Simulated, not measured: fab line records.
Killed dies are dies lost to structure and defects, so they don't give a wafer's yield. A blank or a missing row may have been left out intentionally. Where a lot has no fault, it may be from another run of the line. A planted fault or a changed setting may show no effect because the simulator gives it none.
A single fault, viewed from 3 desks :: flow n5_finfet :: every desk sees just its own numbers, and what lay behind them comes last

== DESK OF THE TOOL OWNER: rie_diel-05 ==
The tool's own readings at N5_BEOL_M11_VIA_ETCH_34 (etches SiCOH lowk in C4F6/O2, target depth 184.5 nm, time 69.2 s): means of the sampled wafers that have a number, for each lot that ran on this tool. Any lot whose mean is over 4 standard deviations away from the usual mean is out of limits and marked OUT; that distance is given in the brackets.
Columns: A = drypump_motor_current_A at N5_BEOL_M11_VIA_ETCH_34, usual 5.9 A; B = oes_f_703_au at N5_BEOL_M11_VIA_ETCH_34, usual 0.82 a.u.; C = oes_product_au at N5_BEOL_M11_VIA_ETCH_34, usual 0.82 a.u.; D = rf_fwd_power_W at N5_BEOL_M11_VIA_ETCH_34, usual 341.8 W; E = rf_vpp_V at N5_BEOL_M11_VIA_ETCH_34, usual 658 V; F = showerhead_plenum_p_Torr at N5_BEOL_M11_VIA_ETCH_34, usual 2.85 Torr; G = throttle_valve_pct at N5_BEOL_M11_VIA_ETCH_34, usual 20.84 %
lot: L191
first seen here: day 10 06:38
A: 6.1
B: 0.79
C: 0.79
D: 341.4
E: 658
F: 2.81
G: 20.81

lot: L198
first seen here: day 12 10:17
A: 6.2
B: 1.03
C: 0.83
D: 425.6 (+52) OUT
E: 587 (-7.7) OUT
F: 2.75
G: 20.84

lot: L200
first seen here: day 13 02:16
A: 5.8
B: 1.00
C: 0.80
D: 424.8 (+52) OUT
E: 584 (-8.0) OUT
F: 2.81
G: 20.88

lot: L214
first seen here: day 16 22:25
A: 5.8
B: 0.84
C: 0.81
D: 341.8
E: 651
F: 2.80
G: 20.78
Finding of this desk: L198, L200 out of limits; the first was L198 at day 12 10:17, on rf_fwd_power_W at N5_BEOL_M11_VIA_ETCH_34. L191, L214: within limits.

== THE METROLOGY DESK ==
What the gauges read, lot by lot, whatever tool the lot ran on: means of the sampled wafers that have a number. Any lot whose mean is over 4 standard deviations away from the usual mean is out of limits and marked OUT; that distance is given in the brackets.
Columns: A = cd_nm at N5_BEOL_M11_CD_MEAS_28, usual 70.8 nm; B = V10_OVL at N5_BEOL_M11_OVL_MEAS_29, usual 0.0 nm
lot: L191
first seen here: day 10 06:20
A: 71.1
B: 0.2

lot: L198
first seen here: day 12 09:59
A: 71.3
B: 0.6

lot: L200
first seen here: day 13 01:59
A: 71.2
B: -0.6

lot: L206
first seen here: day 14 05:36
A: 69.9
B: -0.4

lot: L207
first seen here: day 14 20:54
A: 71.3
B: -0.7

lot: L214
first seen here: day 16 22:07
A: 71.9
B: 0.3
This desk's finding: nothing out of limits on any of the 6 lots.

== THE DEFECT DESK ==
Lot by lot, what the route's inspections counted, given as the mean of those sampled wafers with a number. Any lot whose mean is over 4 standard deviations away from the usual mean is out of limits and marked OUT; that distance is given in the brackets.
Columns: A = raw_defect_count at N5_BEOL_M11_INSPECT_30, usual 395
lot: L191
first seen here: day 10 06:24
A: 485

lot: L198
first seen here: day 12 10:02
A: 442

lot: L200
first seen here: day 13 02:02
A: 451

lot: L206
first seen here: day 14 05:39
A: 266

lot: L207
first seen here: day 14 20:58
A: 325

lot: L214
first seen here: day 16 22:10
A: 357
This desk's finding: nothing out of limits on any of the 6 lots.

== ALL TOGETHER ==
An alarm could have come from the tool owner's desk at day 12 10:17, on L198, L200.
At the metrology desk, nothing out of limits was observed.
No out-of-limits result turned up at the defect desk.
The metrology desk has L198, L200 on record, within its limits.
The defect desk has L198, L200 on record, within its limits.
N5_BEOL_M11_VIA_ETCH_34 was run on rie_diel-05 by each of the lots named.

== WHAT WAS PUT IN BY THE SIMULATOR ==
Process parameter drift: rie_diel-05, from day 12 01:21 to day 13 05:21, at N5_BEOL_M11_VIA_ETCH_34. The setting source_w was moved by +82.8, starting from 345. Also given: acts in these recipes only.
Shown lots that were struck: L198, L200.
Time in hours from fault onset to the first out-of-limits reading at each desk: the tool owner's desk, 9.
